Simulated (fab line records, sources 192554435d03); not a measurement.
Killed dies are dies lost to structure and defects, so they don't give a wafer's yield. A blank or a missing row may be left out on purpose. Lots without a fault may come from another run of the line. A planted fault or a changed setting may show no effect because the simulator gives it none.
Which tool did it? | flow n5_finfet | 10 lots, 28 wafers sampled, at 5 steps of a route of 1938

WHAT THE GAUGES READ, wafer by wafer
N5_ILD0_THK_MEAS_13. Usual: thk_nm 18.1 nm, standard deviation 1.3.
lot  | measured    | on            | thk_nm (nm)    | flag
L781 | day 3 17:06 | film_metro-01 | 16.8 15.4 18.2 |
L783 | day 4 05:58 | film_metro-02 | 18.5 18.6 20.8 |
L785 | day 4 15:44 | film_metro-02 | 16.9 18.4 17.6 |
L786 | day 5 01:55 | film_metro-02 | 19.5 20.0 17.1 |
L792 | day 6 11:32 | film_metro-01 | 17.4 18.2      |
L793 | day 6 19:17 | film_metro-01 | 16.5 17.3 16.2 |
L796 | day 7 13:26 | film_metro-02 | 16.8 15.5 17.6 |
L798 | day 8 00:02 | film_metro-01 | 20.3 17.3 19.0 |
L800 | day 8 12:58 | film_metro-01 | 19.4 18.6      |
L803 | day 9 04:14 | film_metro-01 | 17.0 19.1 18.4 |

N5_BEOL_M4_RC_MEAS_101. Usual: DIBL_N 37.0 mV/V, standard deviation 2.3; DIBL_P 37.3 mV/V, standard deviation 2.8; IOFF_N 0.17 nA/um, standard deviation 0.046; IOFF_P 0.23 nA/um, standard deviation 0.054; ION_N 675 uA/um, standard deviation 14; ION_P 460 uA/um, standard deviation 9.3; SS_N 71.7 mV/dec, standard deviation 0.73; SS_P 73.6 mV/dec, standard deviation 0.95; VT_N 249 mV, standard deviation 3.9; VT_P -250 mV, standard deviation 3.9.
lot  | measured     | on        | DIBL_N (mV/V)  | DIBL_P (mV/V)  | IOFF_N (nA/um) | IOFF_P (nA/um) | ION_N (uA/um) | ION_P (uA/um) | SS_N (mV/dec)  | SS_P (mV/dec)  | VT_N (mV)   | VT_P (mV)      | flag
L781 | day 7 23:18  | prober-02 | 40.3 37.1 43.8 | 40.9 35.4 44.8 | 0.23 0.15 0.36 | 0.31 0.21 0.42 | 680 676 712   | 471 464 478   | 72.2 71.3 73.7 | 74.8 73.7 76.2 | 243 251 240 | -246 -251 -243 |
L783 | day 8 05:23  | prober-02 | 39.7 36.8 33.8 | 40.0 37.0 34.2 | 0.23 0.16 0.13 | 0.29 0.21 0.18 | 673 670 662   | 460 462 458   | 72.5 71.8 71.0 | 74.6 74.2 72.5 | 247 250 250 | -249 -252 -252 |
L785 | day 9 01:54  | prober-01 | 36.7 36.7 36.5 | 38.7 36.8 38.3 | 0.17 0.16 0.16 | 0.26 0.21 0.25 | 681 671 679   | 475 459 473   | 70.8 71.5 71.2 | 74.1 72.5 73.6 | 248 251 251 | -247 -251 -247 |
L786 | day 9 09:13  | prober-01 | 36.5 34.8 40.1 | 38.2 36.0 43.2 | 0.19 0.14 0.28 | 0.25 0.21 0.37 | 691 653 701   | 469 455 483   | 72.1 71.9 72.7 | 73.1 71.4 74.5 | 246 251 242 | -247 -248 -242 |
L792 | day 10 19:25 | prober-01 | 37.4 37.1      | 35.9 36.5      | 0.17 0.15      | 0.19 0.20      | 670 650       | 458 450       | 71.4 71.0      | 73.9 72.9      | 247 252     | -251 -251      |
L793 | day 11 08:12 | prober-02 | 32.2 39.6 37.6 | 32.4 41.7 38.2 | 0.11 0.26 0.19 | 0.18 0.34 0.26 | 655 701 678   | 460 478 465   | 70.1 71.5 72.0 | 72.2 75.0 73.4 | 256 240 247 | -253 -244 -245 |
L796 | day 12 11:37 | prober-01 | 36.8 39.9 36.6 | 37.9 41.1 36.6 | 0.16 0.19 0.16 | 0.22 0.27 0.19 | 677 679 673   | 459 466 457   | 71.4 72.4 71.0 | 72.9 74.2 73.1 | 249 248 248 | -250 -249 -252 |
L798 | day 12 22:21 | prober-02 | 33.5 36.2 37.3 | 30.7 35.0 35.0 | 0.10 0.14 0.16 | 0.13 0.18 0.18 | 640 664 666   | 440 452 448   | 71.0 71.2 72.1 | 72.3 73.1 73.3 | 257 250 250 | -258 -254 -253 |
L800 | day 13 01:05 | prober-02 | 37.1 35.3      | 35.2 33.1      | 0.17 0.13      | 0.21 0.18      | 676 677       | 454 466       | 71.7 70.6      | 72.8 73.1      | 250 252     | -253 -250      |
L803 | day 14 07:43 | prober-02 | 37.7 40.0 35.8 | 38.9 40.9 37.0 | 0.19 0.24 0.15 | 0.28 0.30 0.23 | 670 696 677   | 460 474 471   | 72.9 73.1 71.6 | 73.9 74.6 73.2 | 249 244 250 | -247 -245 -248 |

WHICH TOOL RAN EACH LOT (tool, then ch and the chambers of the sampled wafers, then the start)
lot  | N5_SDB_STRIP_22                     | N5_SDB_ETCH_25                    | N5_SDB_CMP_30
L781 | plasma_asher-02 ch 0,1, day 3 17:55 | rie_diel-05 ch 0,1, day 3 18:06   | cmp-01 ch 0,1,3, day 3 21:20
L783 | plasma_asher-01 ch 0,1, day 4 07:07 | rie_diel-03 ch 1,3, day 4 07:20   | cmp-03 ch 0,1,2, day 4 10:34
L785 | plasma_asher-02 ch 0,1, day 4 16:40 | rie_diel-03 ch 0,1, day 4 16:54   | cmp-04 ch 0,2,3, day 4 20:35
L786 | plasma_asher-02 ch 0,1, day 5 02:50 | rie_diel-01 ch 0,3, day 5 03:22   | cmp-03 ch 0,1,2, day 5 06:22
L792 | plasma_asher-01 ch 0, day 6 12:32   | rie_diel-01 ch 1, day 6 12:45     | cmp-03 ch 0,2, day 6 16:05
L793 | plasma_asher-01 ch 0,1, day 6 20:05 | rie_diel-01 ch 0,1,2, day 6 20:18 | cmp-04 ch 0,2,3, day 6 23:21
L796 | plasma_asher-02 ch 0,1, day 7 14:16 | rie_diel-03 ch 0,3, day 7 14:43   | cmp-03 ch 1,2, day 7 17:45
L798 | plasma_asher-01 ch 0,1, day 8 01:21 | rie_diel-03 ch 0,1,3, day 8 01:43 | cmp-03 ch 2,3, day 8 04:43
L800 | plasma_asher-01 ch 1, day 8 13:47   | rie_diel-03 ch 0, day 8 14:05     | cmp-03 ch 0,3, day 8 17:32
L803 | plasma_asher-02 ch 0,1, day 9 05:11 | rie_diel-03 ch 0,1,3, day 9 05:24 | cmp-01 ch 0,1,2, day 9 10:20
- N5_SDB_STRIP_22: strips in N2/H2.
- N5_SDB_ETCH_25: etches SiO2 in C4F6/O2, target depth 10 nm, time 3.3 s.
- N5_SDB_CMP_30: polishes, stops on poly-Si, t overpolish 1.54 s, target thk 30 nm.

WHAT THE TOOLS THEMSELVES READ (means of the sampled wafers that have a number; where no wafer has one, the mark that the record gives instead)
N5_SDB_STRIP_22. Usual: drypump_motor_current_A 5.89 A, standard deviation 0.14; heater_power_w 347 W, standard deviation 54; oes_product_au 0.715 a.u., standard deviation 0.0049; strip_time_to_endpoint_s 96.4 s, standard deviation 0.38.
lot  | tool            | drypump_motor_current_A (A) | heater_power_w (W) | oes_product_au (a.u.) | strip_time_to_endpoint_s (s) | flag
L781 | plasma_asher-02 | 5.88                        | 370                | 0.715                 | 96.1                         |
L783 | plasma_asher-01 | 5.97                        | 323                | 0.715                 | 96.4                         |
L785 | plasma_asher-02 | 5.82                        | 366                | 0.717                 | 97.1                         |
L786 | plasma_asher-02 | 5.72                        | 340                | 0.719                 | 96.6                         |
L792 | plasma_asher-01 | 6.02                        | 406                | 0.712                 | 96.2                         |
L793 | plasma_asher-01 | 5.99                        | 362                | 0.717                 | 96.4                         |
L796 | plasma_asher-02 | 5.83                        | 369                | 0.716                 | 96.0                         |
L798 | plasma_asher-01 | 5.99                        | 320                | 0.717                 | 96.3                         |
L800 | plasma_asher-01 | 5.96                        | 276                | 0.710                 | 96.1                         |
L803 | plasma_asher-02 | 5.73                        | 342                | 0.711                 | 96.9                         |

N5_SDB_ETCH_25. Usual: drypump_motor_current_A 5.6 A, standard deviation 0.53; oes_product_au 0.76 a.u., standard deviation 0.087; rf_vpp_V 661 V, standard deviation 12; showerhead_plenum_p_Torr 2.84 Torr, standard deviation 0.1; throttle_valve_pct 21.14 %, standard deviation 0.21.
lot  | tool        | drypump_motor_current_A (A) | oes_product_au (a.u.) | rf_vpp_V (V) | showerhead_plenum_p_Torr (Torr) | throttle_valve_pct (%) | flag
L781 | rie_diel-05 | 5.3                         | 0.74                  | 647          | 2.83                            | 21.06                  |
L783 | rie_diel-03 | 6.1                         | 0.77                  | 656          | 2.77                            | 21.25                  |
L785 | rie_diel-03 | 5.3                         | 0.70                  | 658          | 2.79                            | 21.25                  |
L786 | rie_diel-01 | 5.8                         | 0.68                  | 677          | 2.84                            | 21.10                  |
L792 | rie_diel-01 | 5.9                         | 0.72                  | 686          | 2.93                            | 21.12                  |
L793 | rie_diel-01 | 5.8                         | 0.81                  | 675          | 2.96                            | 20.98                  |
L796 | rie_diel-03 | 6.1                         | 0.82                  | 660          | 2.85                            | 21.28                  |
L798 | rie_diel-03 | 5.7                         | 1.00                  | 661          | 2.87                            | 21.20                  |
L800 | rie_diel-03 | 5.2                         | 1.00                  | 670          | 3.07                            | 21.23                  |
L803 | rie_diel-03 | 5.7                         | 0.90                  | 661          | 2.87                            | 21.15                  |

N5_SDB_CMP_30. Usual: motor_current_A 12.4 A, standard deviation 1.2; overpolish_run_s 1.541 s, standard deviation 0.0082; time_to_endpoint_s 17.7 s, standard deviation 3.
lot  | tool   | motor_current_A (A) | overpolish_run_s (s) | time_to_endpoint_s (s) | flag
L781 | cmp-01 | 12.4                | 1.546                | 16.3                   |
L783 | cmp-03 | 11.5                | 1.542                | 21.1                   |
L785 | cmp-04 | 13.6                | 1.545                | 24.5                   |
L786 | cmp-03 | 11.7                | 1.533                | 16.7                   |
L792 | cmp-03 | 11.2                | 1.541                | 18.4                   |
L793 | cmp-04 | 13.8                | 1.540                | 18.7                   |
L796 | cmp-03 | 11.8                | 1.543                | 15.7                   |
L798 | cmp-03 | 11.8                | 1.546                | 16.6                   |
L800 | cmp-03 | 11.4                | 1.544                | 18.4                   |
L803 | cmp-01 | 12.1                | 1.550                | 13.0                   |

THE ANSWER, worked out from the rows above alone
Rule: a lot is off if the mean of its wafers that have a number lies more than 3 standard deviations from the usual mean. A lot without any number at a reading at which 4 lots or more have one is off too. The other lots that the step has rows for count as sound. The gauges are gone through in route order, then the tools' own readings, and for those a lot's mean is taken as printed above. The first step at which some lot is off is used, and at that step the reading that is off furthest; a lot without a number counts as furthest.
No lot is off at any reading shown: from this, nothing can be told.

WHAT THE SIMULATOR HAD PUT IN
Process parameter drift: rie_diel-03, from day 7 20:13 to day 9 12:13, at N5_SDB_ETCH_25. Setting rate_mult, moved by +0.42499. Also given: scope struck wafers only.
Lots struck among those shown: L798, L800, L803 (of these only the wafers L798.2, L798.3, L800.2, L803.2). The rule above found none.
